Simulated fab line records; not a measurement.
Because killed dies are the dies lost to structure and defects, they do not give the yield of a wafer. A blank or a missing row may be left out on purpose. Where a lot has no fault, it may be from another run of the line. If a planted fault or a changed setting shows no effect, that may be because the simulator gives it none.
A lot that was struck, set against a sound lot + flow nandHarc + 31 out of 1302 route steps
Sound: wafers L485.2, L485.3, L485.4. Struck: wafer L484.6 (left out: L484.3, L484.5 of the same lot, which were not struck); the cause appears at the end.
Per side, at each step with rows, come the tool, then ch with its chambers, and then its first start. Under that, the readings that differ: sound wafers + struck wafers + difference of the means + sigmas: that difference in standard deviations of wafers without a fault.
alike: words and numbers the same on both sides, and readings whose means are apart by under 2 such deviations; not compared: readings that were withheld, readings missing a value for some wafer, numbers with overlapping values and no deviation given by the record, and bounds like >300 which may hide the same value.
A row with sigmas, a row that says differs or no value, or rows on one side alone: a step with any of these is where the two part. Numbers that don't overlap but have no deviation are shown without sigmas and don't part them. Lack of a reading on every wafer of one side parts them only where that side has two or more wafers.

first, 2 steps without rows for these wafers: NHARC_A_CHANNEL_HOLE_D1_PEB_08 (peb time 65 s); NHARC_A_CHANNEL_HOLE_D1_DEVELOP_09 (develop time 35 s).
NHARC_A_CHANNEL_HOLE_D1_CD_MEAS_10 targets a cd of 100 nm.
  sound on cdSem-03 ch 0, day 14 12:57; struck on cdSem-02 ch 0, day 13 16:16
| reading   | sound           | struck | difference | sigmas |
|-----------|-----------------|--------|------------|--------|
| cdNm (nm) | 99.0 99.7 100.1 | 100.9  | +1.3       | +3     |
NHARC_A_CHANNEL_HOLE_D1_OVL_MEAS_11:
  sound on overlay-01 at day 14 13:02; struck on overlay-02 at day 13 16:21
| reading         | sound          | struck | difference | sigmas |
|-----------------|----------------|--------|------------|--------|
| overlayXNm (nm) | -0.3 -0.4 -0.4 | 0.9    | +1.3       | +2     |
  alike: overlayYNm
NHARC_A_CHANNEL_HOLE_D1_INSPECT_12:
  sound on defectInspect-02 at day 14 13:05; struck on defectInspect-02 at day 13 16:23
  alike: rawDefectCount
then, 2 steps without rows for these wafers: NHARC_A_CHANNEL_HOLE_D1_DESCUM_15 (chemistry O2, time 3 s); NHARC_A_CHANNEL_HOLE_D1_ETCH_38 (etches the open film in CF4, target depth 39 nm, time 65 s).
NHARC_A_CHANNEL_HOLE_D1_ETCH_39: etches the open film in N2/H2, target depth 260 nm, time 325 s.
  sound: rieDiel-04 ch 0,1,2; struck: rieDiel-06 ch 3
  alike: drypumpMotorCurrentA, mfcArSccm, n2FlowSccm, oesProductAu, rfVppV, showerheadPlenumPTorr, throttleValvePct
  not compared: rfHoursCounterH
then, 2 steps without rows for these wafers: NHARC_A_CHANNEL_HOLE_D1_ETCH_34 (etches the open film in CF4/CHF3, target depth 154 nm, time 77 s); NHARC_A_CHANNEL_HOLE_D1_ETCH_16 (etches the open film in O2/COS, target depth 3100 nm, time 806 s).
NHARC_A_CHANNEL_HOLE_D1_CD_MEAS_18:
  sound on cdSem-03 at day 14 14:15; struck on cdSem-02 at day 13 17:50
  alike: cdNm
then, 1 step without rows for these wafers: NHARC_A_CHANNEL_HOLE_D1_ETCH_19 (etches the open film in C4F8/O2/Ar, time 34.5 s).
NHARC_A_CHANNEL_HOLE_D1_ETCH_20: etches the open film in C4F8/O2/Ar, time 361.9 s, target depth 1600 nm.
  sound on harEtch-02 ch 0,1, day 14 14:29; struck on harEtch-01 ch 1, day 13 19:56
  alike: c4f8FlowSccm, drypumpMotorCurrentA, mfcArSccm, showerheadPlenumPTorr, throttleValvePct
  not compared: rfHoursCounterH
NHARC_A_CHANNEL_HOLE_D1_ETCH_21: etches the open film in C4F8/O2/Ar, time 514.3 s, target depth 1600 nm.
  sound on harEtch-02 ch 0,1, day 14 14:49; struck on harEtch-01 ch 1, day 13 20:17
| reading             | sound             | struck | difference | sigmas |
|---------------------|-------------------|--------|------------|--------|
| c4f8FlowSccm (sccm) | 89.87 89.31 89.16 | 90.05  | +0.60      | +2     |
  alike: drypumpMotorCurrentA, mfcArSccm, showerheadPlenumPTorr, throttleValvePct
  not compared: rfHoursCounterH
then, 3 steps without rows for these wafers: NHARC_A_CHANNEL_HOLE_D1_ETCH_22 (etches the open film in C4F8/O2/Ar, time 666.7 s, target depth 1600 nm); NHARC_A_CHANNEL_HOLE_D1_ETCH_23 (etches the open film in C4F8/O2/Ar, time 819 s, target depth 1600 nm); NHARC_A_CHANNEL_HOLE_D1_ETCH_24 (etches the open film in C4F8/O2/Ar, time 906.2 s, target depth 1500 nm).
NHARC_A_CHANNEL_HOLE_D1_ETCH_25: etches the open film in C4F8/O2/Ar, time 1040.2 s, target depth 1500 nm.
  sound on harEtch-02 ch 0,1, day 14 17:21; struck on harEtch-01 ch 1, day 13 22:53
  alike: c4f8FlowSccm, drypumpMotorCurrentA, mfcArSccm, showerheadPlenumPTorr, throttleValvePct
  not compared: rfHoursCounterH
NHARC_A_CHANNEL_HOLE_D1_ETCH_26: etches the open film in C4F8/O2/Ar, time 224.1 s, target depth 300 nm.
  sound on harEtch-02 ch 0,1, day 14 18:07; struck on harEtch-01 ch 1, day 13 23:32
  alike: c4f8FlowSccm, drypumpMotorCurrentA, mfcArSccm, showerheadPlenumPTorr, throttleValvePct
  not compared: rfHoursCounterH
then, 5 steps without rows for these wafers: NHARC_A_CHANNEL_HOLE_D1_ETCH_33 (etches the open film in C4F8/O2/Ar, time 90 s, target depth 400 nm); NHARC_A_CHANNEL_HOLE_D1_STRIP_41 (strips in N2/H2); NHARC_A_CHANNEL_HOLE_D1_STRIP_42 (strips in CF4/CHF3); NHARC_A_CHANNEL_HOLE_D1_STRIP_43 (strips in O2/COS); NHARC_A_CHANNEL_HOLE_D1_ETCH_44 (etches the open film in CF4/O2, target depth 140 nm, overetch 14 nm, time 77 s).
NHARC_A_CHANNEL_HOLE_D1_STRIP_27: strips in O2.
  sound: rieDiel-06 ch 0,1,3; struck: rieDiel-09 ch 0
  alike: drypumpMotorCurrentA, mfcArSccm, oesProductAu, rfVppV, showerheadPlenumPTorr, throttleValvePct
  not compared: rfHoursCounterH
then, 2 steps without rows for these wafers: NHARC_A_CHANNEL_HOLE_D1_PRECLEAN_28 (cleans in SC1); NHARC_A_CHANNEL_HOLE_D1_SRD_29.
NHARC_A_CHANNEL_HOLE_D1_CD_MEAS_30:
  sound on cdSem-03 at day 14 19:50; struck on cdSem-03 at day 14 05:19
  alike: cdNm
NHARC_A_CHANNEL_HOLE_D1_XSEM_31:
  sound on xsem-02 ch 0, day 14 19:56; struck on xsem-01 ch 0
  alike: botCdNm, tiltDeg
  not compared: bowNm
NHARC_A_CHANNEL_HOLE_D1_INSPECT_40:
  sound on defectInspect-02 at day 14 20:01; struck on defectInspect-02 at day 14 07:25
| reading        | sound       | struck | difference | sigmas |
|----------------|-------------|--------|------------|--------|
| rawDefectCount | 120 113 108 | 54     | -60        | -2     |
-- record jumps: 16 days between struck wafers' starts before vs after; left off in module A_CHANNEL_HOLE_D1, resumes in module END, first step shown is number 1302 of the route --
NHARC_END_SORT_01:
  here the record holds rows for the struck wafers (prober-01 ch 0, day 30 00:06) but none for the sound ones

WHERE THEY PART
Earliest at NHARC_A_CHANNEL_HOLE_D1_CD_MEAS_10; latest, in this record, at NHARC_END_SORT_01.

WHY: the cause the simulator had injected
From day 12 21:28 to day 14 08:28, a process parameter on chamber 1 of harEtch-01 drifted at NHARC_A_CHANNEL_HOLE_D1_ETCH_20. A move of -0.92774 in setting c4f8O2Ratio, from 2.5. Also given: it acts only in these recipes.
